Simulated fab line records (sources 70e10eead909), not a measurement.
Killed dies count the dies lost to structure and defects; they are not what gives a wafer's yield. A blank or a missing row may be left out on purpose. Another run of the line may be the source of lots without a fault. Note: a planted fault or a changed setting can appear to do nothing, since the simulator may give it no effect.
Which tool is to blame? ; flow nand_harc ; 11 lots with 33 wafers sampled at 5 steps, on a route of 1302 steps

== WHAT EACH GAUGE READ, for each wafer ==
NHARC_END_SORT_01. Usual: killed_at_array 55, standard deviation 19; killed_at_other 0.9, standard deviation 1.4; killed_at_periphery 3.8, standard deviation 2.9; killed_dies 60, standard deviation 19; killed_open 3.3, standard deviation 1.8; killed_short 2.6, standard deviation 1.6.
lot;measured;on;killed_at_array;killed_at_other;killed_at_periphery;killed_dies;killed_open;killed_short;flag
L625;day 30 21:44;prober-01;673 673 674;1 0 2;3 4 1;677 677 677;2 3 2;2 2 1;OFF
L626;day 30 08:08;prober-01;667 670 669;0 1 1;10 6 7;677 677 677;5 5 3;4 4 3;OFF

== TOOL THAT RAN EACH LOT (tool first, then ch and the chambers of the sampled wafers, then the start) ==
lot;NHARC_A_STAIRCASE_TRIM_16;NHARC_A_STAIRCASE_TRIM_18;NHARC_A_STAIRCASE_ETCH_27;NHARC_A_STAIRCASE_TRIM_200
L612;rie_diel-04 ch 0,1, day 16 00:04 or earlier;rie_diel-04 ch 0,1, day 16 00:04 or earlier;rie_diel-04 ch 0,2,3, day 16 00:04 or earlier;rie_diel-11 ch 2,3, day 16 00:04
L615;rie_diel-11 ch 1,2, day 17 19:19 or earlier;rie_diel-11 ch 1,2,3, day 17 19:19 or earlier;rie_diel-11 ch 2,3, day 17 19:19 or earlier;rie_diel-03 ch 2,3, day 17 19:19
L616;rie_diel-11 ch 1,2,3, day 18 13:29 or earlier;rie_diel-11 ch 1,2,3, day 18 13:29 or earlier;rie_diel-11 ch 1,2,3, day 18 13:29 or earlier;rie_diel-11 ch 0,2,3, day 18 13:29
L617;rie_diel-03 ch 1,3, day 18 13:41 or earlier;rie_diel-03 ch 1,3, day 18 13:41 or earlier;rie_diel-03 ch 1,2,3, day 18 13:41 or earlier;rie_diel-04 ch 0,1, day 18 13:41
L618;rie_diel-04 ch 0,2,3, day 18 21:27 or earlier;rie_diel-04 ch 0,1,3, day 18 21:27 or earlier;rie_diel-03 ch 0,1,2, day 18 21:27 or earlier;rie_diel-03 ch 0,2,3, day 18 21:27
L620;rie_diel-11 ch 2,3, day 20 08:11 or earlier;rie_diel-11 ch 1,2, day 20 08:11 or earlier;rie_diel-11 ch 1,2,3, day 20 08:11 or earlier;rie_diel-04 ch 0,3, day 20 08:11
L625;rie_diel-04 ch 0,1,2, day 21 20:13 or earlier;rie_diel-04 ch 0,1,2, day 21 20:13 or earlier;rie_diel-04 ch 0,1,3, day 21 20:13 or earlier;rie_diel-11 ch 1,2,3, day 21 20:13
L626;rie_diel-03 ch 0,1,2, day 21 20:32 or earlier;rie_diel-03 ch 0,1,2, day 21 20:32 or earlier;rie_diel-11 ch 0,1,2, day 21 20:32 or earlier;rie_diel-03 ch 1,2,3, day 21 20:32
L627;rie_diel-04 ch 1,2,3, day 22 09:43 or earlier;rie_diel-04 ch 0,1,2, day 22 09:43 or earlier;rie_diel-11 ch 0,1,2, day 22 09:43 or earlier;rie_diel-11 ch 0,2,3, day 22 09:43
L628;rie_diel-11 ch 0,2,3, day 23 01:37 or earlier;rie_diel-11 ch 0,2,3, day 23 01:37 or earlier;rie_diel-03 ch 0,1,2, day 23 01:37 or earlier;rie_diel-03 ch 1,2,3, day 23 01:37
L631;rie_diel-03 ch 0,3, day 24 16:44 or earlier;rie_diel-03 ch 0,1, day 24 16:44 or earlier;rie_diel-03 ch 0,1, day 24 16:44 or earlier;rie_diel-03 ch 0,1,2, day 24 16:44
- NHARC_A_STAIRCASE_TRIM_16: chemistry O2, time 211.2 s.
- NHARC_A_STAIRCASE_TRIM_18: chemistry O2, time 211.2 s.
- NHARC_A_STAIRCASE_ETCH_27: etches the open film in C4F8/O2, target depth 100 nm, time 40.5 s.
- NHARC_A_STAIRCASE_TRIM_200: chemistry O2, time 211.2 s.

== AS READ BY THE TOOLS THEMSELVES (means over the sampled wafers that have a number; for cases with no such wafer, the mark the record gives instead) ==
NHARC_A_STAIRCASE_TRIM_16. Usual: chamber_pressure_mTorr 60.00 mTorr, standard deviation 0.054; drypump_motor_current_A 5.6 A, standard deviation 0.36; oes_product_au 1.000 a.u., standard deviation 0.014; rf_vpp_V 57.8 V, standard deviation 0.89; showerhead_plenum_p_Torr 3.56 Torr, standard deviation 0.18; throttle_valve_pct 17.036 %, standard deviation 0.0096.
lot;tool;chamber_pressure_mTorr (mTorr);drypump_motor_current_A (A);oes_product_au (a.u.);rf_vpp_V (V);showerhead_plenum_p_Torr (Torr);throttle_valve_pct (%);flag
L612;rie_diel-04;59.97;5.8;0.997;57.7;3.60;17.033;
L615;rie_diel-11;60.03;6.0;1.018;58.0;3.42;17.032;
L616;rie_diel-11;59.98;5.7;0.998;57.3;3.47;17.025;
L617;rie_diel-03;60.05;6.0;0.991;57.3;3.56;17.046;
L618;rie_diel-04;60.00;5.4;0.990;57.2;3.54;17.030;
L620;rie_diel-11;60.08;5.4;1.007;57.2;3.53;17.036;
L625;rie_diel-04;60.02;5.6;0.994;58.5;3.68;17.030;
L626;rie_diel-03;59.98;5.7;1.009;58.6;3.65;17.033;
L627;rie_diel-04;60.01;5.6;1.011;58.1;3.51;17.039;
L628;rie_diel-11;59.98;5.5;0.998;57.1;3.42;17.037;
L631;rie_diel-03;60.02;6.1;1.005;57.9;3.65;17.037;

NHARC_A_STAIRCASE_TRIM_18. Usual: chamber_pressure_mTorr 59.99 mTorr, standard deviation 0.06; drypump_motor_current_A 5.7 A, standard deviation 0.37; oes_product_au 0.999 a.u., standard deviation 0.013; rf_vpp_V 57.9 V, standard deviation 0.86; showerhead_plenum_p_Torr 3.55 Torr, standard deviation 0.19; throttle_valve_pct 17.036 %, standard deviation 0.0094.
lot;tool;chamber_pressure_mTorr (mTorr);drypump_motor_current_A (A);oes_product_au (a.u.);rf_vpp_V (V);showerhead_plenum_p_Torr (Torr);throttle_valve_pct (%);flag
L612;rie_diel-04;59.99;5.7;0.985;57.9;3.44;17.038;
L615;rie_diel-11;60.05;5.7;1.000;56.9;3.48;17.036;
L616;rie_diel-11;60.03;5.7;0.997;57.8;3.47;17.034;
L617;rie_diel-03;59.97;6.0;0.988;58.2;3.56;17.035;
L618;rie_diel-04;60.02;5.6;0.997;57.7;3.62;17.033;
L620;rie_diel-11;59.97;5.9;1.011;57.6;3.39;17.039;
L625;rie_diel-04;60.00;5.7;0.997;58.3;3.68;17.039;
L626;rie_diel-03;59.98;5.7;1.008;57.6;3.65;17.041;
L627;rie_diel-04;60.01;5.6;0.998;57.8;3.67;17.041;
L628;rie_diel-11;59.97;5.5;0.990;58.4;3.42;17.037;
L631;rie_diel-03;60.00;5.6;1.012;58.3;3.62;17.040;

NHARC_A_STAIRCASE_ETCH_27. Usual: oes_product_au 0.946 a.u., standard deviation 0.015; rf_vpp_V 896 V, standard deviation 6.4.
lot;tool;oes_product_au (a.u.);rf_vpp_V (V);flag
L612;rie_diel-04;0.941;890;
L615;rie_diel-11;0.940;893;
L616;rie_diel-11;0.943;894;
L617;rie_diel-03;0.938;893;
L618;rie_diel-03;0.945;894;
L620;rie_diel-11;0.950;894;
L625;rie_diel-04;0.944;899;
L626;rie_diel-11;0.958;890;
L627;rie_diel-11;0.959;890;
L628;rie_diel-03;0.947;900;
L631;rie_diel-03;0.956;900;

NHARC_A_STAIRCASE_TRIM_200. Usual: chamber_pressure_mTorr 59.99 mTorr, standard deviation 0.053; drypump_motor_current_A 5.7 A, standard deviation 0.38; oes_product_au 0.999 a.u., standard deviation 0.014; rf_vpp_V 57.9 V, standard deviation 0.98; showerhead_plenum_p_Torr 3.55 Torr, standard deviation 0.18; throttle_valve_pct 17.037 %, standard deviation 0.0096.
lot;tool;chamber_pressure_mTorr (mTorr);drypump_motor_current_A (A);oes_product_au (a.u.);rf_vpp_V (V);showerhead_plenum_p_Torr (Torr);throttle_valve_pct (%);flag
L612;rie_diel-11;59.96;5.4;0.988;58.8;3.54;17.043;
L615;rie_diel-03;59.99;6.2;1.005;57.1;3.40;17.046;
L616;rie_diel-11;59.98;5.5;0.996;57.7;3.43;17.046;
L617;rie_diel-04;59.97;5.7;0.993;59.1;3.79;17.044;
L618;rie_diel-03;59.97;6.0;0.994;57.7;3.55;17.033;
L620;rie_diel-04;60.01;5.4;0.998;58.1;3.63;17.037;
L625;rie_diel-11;-;-;-;-;-;-;OFF
L626;rie_diel-03;-;-;-;-;-;-;OFF
L627;rie_diel-11;60.00;5.4;1.004;56.6;3.42;17.037;
L628;rie_diel-03;60.01;5.9;0.999;57.1;3.61;17.032;
L631;rie_diel-03;60.01;5.7;1.009;59.1;3.64;17.042;

== THE ANSWER, worked out from the rows above alone ==
Rule: take the mean of a lot's wafers that have a number; if it is more than 3 standard deviations from the usual mean, the lot is off. Also off: a lot with no number at a reading for which 4 or more lots have one. Any other lot the step has rows for is counted as sound. First the gauges in route order, then the tools' own readings, where a lot's mean is used as printed above. At the first step where some lot is off, the reading lying furthest off is the one used; lots without a number count as furthest.
Off at NHARC_END_SORT_01 (killed_at_array): L625, L626. Neither off nor sound, because the step has no rows for them: L612, L615, L616, L617, L618, L620, L627, L628, L631.
A tool fits if, at a process step before that reading, it ran every lot that is off, and no sound lot after the first of them. Not tried: the gauges at NHARC_END_SORT_01; whatever is off there is also off at NHARC_A_STAIRCASE_TRIM_200, on other tools, and gauge error can't account for it. Because NHARC_A_STAIRCASE_TRIM_16 lacks a start for some lots, the hours and order of its lots are taken from NHARC_A_STAIRCASE_TRIM_200. Because NHARC_A_STAIRCASE_TRIM_18 lacks a start for some lots, the hours and order of its lots are taken from NHARC_A_STAIRCASE_TRIM_200. Because NHARC_A_STAIRCASE_ETCH_27 lacks a start for some lots, the hours and order of its lots are taken from NHARC_A_STAIRCASE_TRIM_200. Not one of the candidates tried fits.

== WHAT THE SIMULATOR HAD INSERTED ==
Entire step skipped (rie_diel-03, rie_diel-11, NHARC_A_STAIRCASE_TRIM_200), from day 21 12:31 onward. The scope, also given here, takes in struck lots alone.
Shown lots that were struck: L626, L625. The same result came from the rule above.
